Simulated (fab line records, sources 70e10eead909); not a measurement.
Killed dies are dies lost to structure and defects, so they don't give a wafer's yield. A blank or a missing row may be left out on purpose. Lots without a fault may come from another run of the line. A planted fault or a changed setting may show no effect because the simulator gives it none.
Chamber matching | flow nand_harc | NHARC_A_CHANNEL_FILL_D1_ALD_16 on ald_hk-01: 4 sister chambers
The step deposits SiO2, target thk 1.5 nm, pulse time 10 s, ald cycles 15. 14 wafers are shown with their chamber, then 6 later ones without.

WAFERS WITH THEIR CHAMBER
wafer  | chamber | heater_power_w (W) | precursor_pulse_height_rel
L112.3 | 2       | 437                | 0.976
L112.4 | 3       | 468                | 1.011
L112.6 | 3       | 473                | 0.982
L111.2 | 2       | 432                | 1.010
L111.5 | 0       | 415                | 0.987
L111.6 | 1       | 421                | 0.992
L116.2 | 1       | 421                | 0.972
L116.4 | 3       | 486                | 1.014
L116.5 | 0       | 416                | 1.004
L118.1 | 1       | 429                | 0.980
L118.4 | 3       | 485                | 1.011
L118.5 | 1       | 417                | 0.963
L119.1 | 0       | 425                | 1.007
L119.2 | 1       | 421                | 1.027

SIGNATURES (means of the wafers above)
reading                    | chamber 0 | chamber 1 | chamber 2 | chamber 3 | scatter within a chamber
heater_power_w             | 418.67    | 421.80    | 434.50    | 478.00    | 6.23
precursor_pulse_height_rel | 0.99933   | 0.98680   | 0.99300   | 1.00450   | 0.0199
Rule: a wafer's distance from a chamber is the root of the sum, over the readings, of the square of ((its reading less the chamber's mean) divided by the reading's scatter). The wafer belongs to the nearest chamber; if the next one is less than 2 further off, it can't be placed. The scatter: the root of (the sum of the squares of (reading less its chamber's mean) over the shown wafers, divided by (wafers less chambers)).

WAFERS WITHOUT THEIR CHAMBER
wafer  | heater_power_w (W) | precursor_pulse_height_rel
L119.6 | 449                | 1.018
L126.1 | 414                | 1.000
L126.5 | 427                | 0.997
L126.6 | 403                | 1.004
L130.1 | 412                | 1.028
L130.6 | 485                | 0.996

WHICH CHAMBER EACH WENT THROUGH
wafer  | from the rows above          | in truth
L119.6 | can't be placed: 2 or 1      | 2
L126.1 | can't be placed: 0 or 1      | 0
L126.5 | can't be placed: 1 or 2 or 0 | 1
L126.6 | can't be placed: 0 or 1      | 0
L130.1 | can't be placed: 0 or 1      | 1
L130.6 | 3                            | 3
Placed correctly: 1 of 6. Can't be placed from these rows: 5 (the true chamber is among the candidates in 5). Placed wrongly: 0.
